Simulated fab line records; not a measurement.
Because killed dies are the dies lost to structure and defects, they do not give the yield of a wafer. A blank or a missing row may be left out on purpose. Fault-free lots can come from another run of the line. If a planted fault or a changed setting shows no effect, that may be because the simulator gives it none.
Which tool was responsible? | flow nand-harc | 13 lots with 39 wafers sampled at 5 steps, on a route of 1302 steps

== WHAT THE GAUGES SHOWED, per wafer ==
NHARC_END_SORT_01.
lot  | measured     | on        | defect-limited-yield (%) | killed-at-array | killed-at-other | killed-at-periphery | killed-dies | killed-open | killed-short
L920 | day 26 23:09 | prober-01 | 92.3 93.8 92.3           | 49 38 46        | 0 3 0           | 3 1 6               | 52 42 52    | 6 4 5       | 4 0 4
L925 | day 29 12:04 | prober-02 | 92.0 0 93.8              | 45 670 37       | 4 5 3           | 5 2 2               | 54 677 42   | 3 2 0       | 4 4 1
L928 | day 30 05:06 | prober-02 | 0 92.6 93.1              | 670 44 43       | 0 0 0           | 7 6 4               | 677 50 47   | 4 5 4       | 3 0 3
L930 | day 30 19:56 | prober-02 | 90.0 88.6 90.8           | 58 62 53        | 5 3 2           | 5 12 7              | 68 77 62    | 4 4 5       | 1 1 1
L931 | day 31 21:11 | prober-02 | 87.0 83.3 84.8           | 77 103 96       | 0 1 0           | 11 9 7              | 88 113 103  | 2 2 2       | 3 4 3
L934 | day 32 18:13 | prober-01 | 95.7 95.3 93.1           | 27 27 44        | 0 0 0           | 2 5 3               | 29 32 47    | 1 3 6       | 0 2 4

== TOOL THAT RAN EACH LOT (tool first, then ch and the chambers of the sampled wafers, then the start) ==
lot  | NHARC_A_M0_PVD_21            | NHARC_THIN_TSV_PVD_19                   | NHARC_THIN_TSV_DEGAS_53      | NHARC_THIN_TSV_ETCH_36
L916 | pvd-sputter-02, day 23 02:42 | pvd-sputter-03, day 24 06:40 or earlier | pvd-sputter-02, day 24 06:40 | rie-metal-01 ch 0,1, day 24 08:22
L914 | pvd-sputter-02, day 23 03:54 | pvd-sputter-03, day 24 05:19 or earlier | pvd-sputter-02, day 24 05:19 | rie-metal-01 ch 0,1, day 24 07:01
L915 | pvd-sputter-02, day 23 16:40 | pvd-sputter-01, day 24 21:23 or earlier | pvd-sputter-03, day 24 21:23 | rie-metal-03 ch 0,1, day 24 23:05
L919 | pvd-sputter-01, day 25 02:55 | pvd-sputter-01, day 26 08:04 or earlier | pvd-sputter-03, day 26 08:04 | rie-metal-02 ch 0,1, day 26 09:38
L920 | pvd-sputter-02, day 25 08:41 | pvd-sputter-01, day 26 12:11 or earlier | pvd-sputter-03, day 26 12:11 | rie-metal-01 ch 0,1, day 26 13:52
L922 | pvd-sputter-03, day 26 15:48 | pvd-sputter-01, day 27 18:44 or earlier | pvd-sputter-01, day 27 18:44 | rie-metal-01 ch 0,1, day 27 20:26
L925 | pvd-sputter-01, day 27 18:40 | pvd-sputter-01, day 28 21:48 or earlier | pvd-sputter-01, day 28 21:48 | rie-metal-02 ch 1, day 28 23:28
L928 | pvd-sputter-01, day 28 15:50 | pvd-sputter-03, day 29 19:02 or earlier | pvd-sputter-02, day 29 19:02 | rie-metal-02 ch 0,1, day 29 20:36
L930 | pvd-sputter-03, day 29 05:05 | pvd-sputter-02, day 30 08:56 or earlier | pvd-sputter-01, day 30 08:56 | rie-metal-03 ch 0, day 30 10:31
L931 | pvd-sputter-03, day 30 02:35 | pvd-sputter-01, day 31 10:21 or earlier | pvd-sputter-02, day 31 10:21 | rie-metal-02 ch 0,1, day 31 12:04
L934 | pvd-sputter-02, day 30 22:20 | pvd-sputter-01, day 32 07:26 or earlier | pvd-sputter-02, day 32 07:26 | rie-metal-02 ch 0,1, day 32 09:04
L936 | pvd-sputter-03, day 31 10:47 | pvd-sputter-03, day 32 19:10 or earlier | pvd-sputter-02, day 32 19:10 | rie-metal-02 ch 0,1, day 32 20:44
L935 | pvd-sputter-03, day 31 13:08 | pvd-sputter-03, day 32 20:19 or earlier | pvd-sputter-03, day 32 20:19 | rie-metal-01 ch 0,1, day 32 22:00
- NHARC_A_M0_PVD_21: deposits Cu, target thk 30 nm, time 20.49 s.
- NHARC_THIN_TSV_PVD_19: deposits TaN, target thk 20 nm.
- NHARC_THIN_TSV_DEGAS_53: time 60 s.
- NHARC_THIN_TSV_ETCH_36: etches the open film in Cl2/BCl3, target depth 65 nm, time 18.571 s.

== AS READ BY THE TOOLS THEMSELVES (means over the sampled wafers that have a number; for cases with no such wafer, the mark the record gives instead) ==
NHARC_A_M0_PVD_21.
lot  | tool           | cathode-dc-power-W (W) | throttle-valve-pct (%)
L916 | pvd-sputter-02 | 5000.1                 | 29.9
L914 | pvd-sputter-02 | 5000.7                 | 29.5
L915 | pvd-sputter-02 | 4999.8                 | 30.2
L919 | pvd-sputter-01 | 4999.4                 | 31.0
L920 | pvd-sputter-02 | 5000.2                 | 29.0
L922 | pvd-sputter-03 | 5000.6                 | 29.5
L925 | pvd-sputter-01 | 4999.2                 | 31.2
L928 | pvd-sputter-01 | 5000.3                 | 31.5
L930 | pvd-sputter-03 | 4999.9                 | 29.6
L931 | pvd-sputter-03 | 4999.8                 | 29.6
L934 | pvd-sputter-02 | 5000.0                 | 29.4
L936 | pvd-sputter-03 | 4999.6                 | 29.7
L935 | pvd-sputter-03 | 5000.3                 | 30.2

NHARC_THIN_TSV_PVD_19.
lot  | tool           | throttle-valve-pct (%)
L916 | pvd-sputter-03 | 29.9
L914 | pvd-sputter-03 | 29.9
L915 | pvd-sputter-01 | 30.1
L919 | pvd-sputter-01 | 30.5
L920 | pvd-sputter-01 | 31.0
L922 | pvd-sputter-01 | 31.1
L925 | pvd-sputter-01 | 31.5
L928 | pvd-sputter-03 | 29.4
L930 | pvd-sputter-02 | 29.2
L931 | pvd-sputter-01 | 31.4
L934 | pvd-sputter-01 | 31.3
L936 | pvd-sputter-03 | 30.1
L935 | pvd-sputter-03 | 30.1

NHARC_THIN_TSV_DEGAS_53.
lot  | tool           | heater-power-w (W)
L916 | pvd-sputter-02 | 515
L914 | pvd-sputter-02 | 539
L915 | pvd-sputter-03 | 429
L919 | pvd-sputter-03 | 462
L920 | pvd-sputter-03 | 423
L922 | pvd-sputter-01 | 453
L925 | pvd-sputter-01 | 461
L928 | pvd-sputter-02 | 541
L930 | pvd-sputter-01 | 466
L931 | pvd-sputter-02 | 508
L934 | pvd-sputter-02 | 532
L936 | pvd-sputter-02 | 520
L935 | pvd-sputter-03 | 472

NHARC_THIN_TSV_ETCH_36.
lot  | tool         | drypump-motor-current-A (A) | oes-product-au (a.u.)
L916 | rie-metal-01 | 6.3                         | 0.996
L914 | rie-metal-01 | 6.3                         | 1.002
L915 | rie-metal-03 | 6.4                         | 1.011
L919 | rie-metal-02 | 5.2                         | 0.997
L920 | rie-metal-01 | 6.3                         | 1.002
L922 | rie-metal-01 | 6.4                         | 0.996
L925 | rie-metal-02 | 5.3                         | 0.996
L928 | rie-metal-02 | 5.2                         | 1.006
L930 | rie-metal-03 | 6.1                         | 1.013
L931 | rie-metal-02 | 5.2                         | 1.008
L934 | rie-metal-02 | 5.2                         | 0.998
L936 | rie-metal-02 | 5.3                         | 0.994
L935 | rie-metal-01 | 6.3                         | 0.997

== THE ANSWER, worked out from the rows above alone ==
Rule: what is usual is taken from the lots themselves. Put in order of their means at a reading, lots are off if they are a third of the lots or fewer, leave a main group of 4 or more, and stand apart from it by a gap of 3 or more times the standard deviation of the main group's means; of several such gaps the widest counts. Not used: any main group whose means are identical at the precision the tables above print for the reading. A lot without any number at a reading at which 4 lots or more have one is off too. Any other lot the step has rows for is counted as sound. Order of review: gauges by route order, followed by the tools' own readings, for which a lot's mean as printed above is used. At the first step where some lot is off, the reading lying furthest off is the one used; lots without a number count as furthest.
Off: L925, L928, at NHARC_END_SORT_01 (killed-at-array). The main group has a mean of 57 with a standard deviation of 22. Neither off nor sound, because the step has no rows for them: L916, L914, L915, L919, L922, L936, L935.
A tool fits if, at a process step before that reading, it ran every lot that is off, and no sound lot after the first of them. Gauges at NHARC_END_SORT_01: tried the same way as those tools. Because NHARC_THIN_TSV_PVD_19 lacks a start for some lots, the hours and order of its lots are taken from NHARC_THIN_TSV_DEGAS_53. One fits: NHARC_A_M0_PVD_21 on pvd-sputter-01. It ran no sound lot before its first lot that is off in this sample, so the start can't be narrowed down.
On the lots that are off, the tool's own readings at NHARC_A_M0_PVD_21 differ by more than 5 times the standard deviation of the sound lots' means, which bears it out; throttle-valve-pct reads 31.4 % there versus 29.4 % on the sound lots.

== WHAT THE SIMULATOR HAD PUT IN ==
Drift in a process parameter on pvd-sputter-01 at NHARC_A_M0_PVD_21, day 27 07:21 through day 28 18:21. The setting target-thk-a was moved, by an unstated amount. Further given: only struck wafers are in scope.
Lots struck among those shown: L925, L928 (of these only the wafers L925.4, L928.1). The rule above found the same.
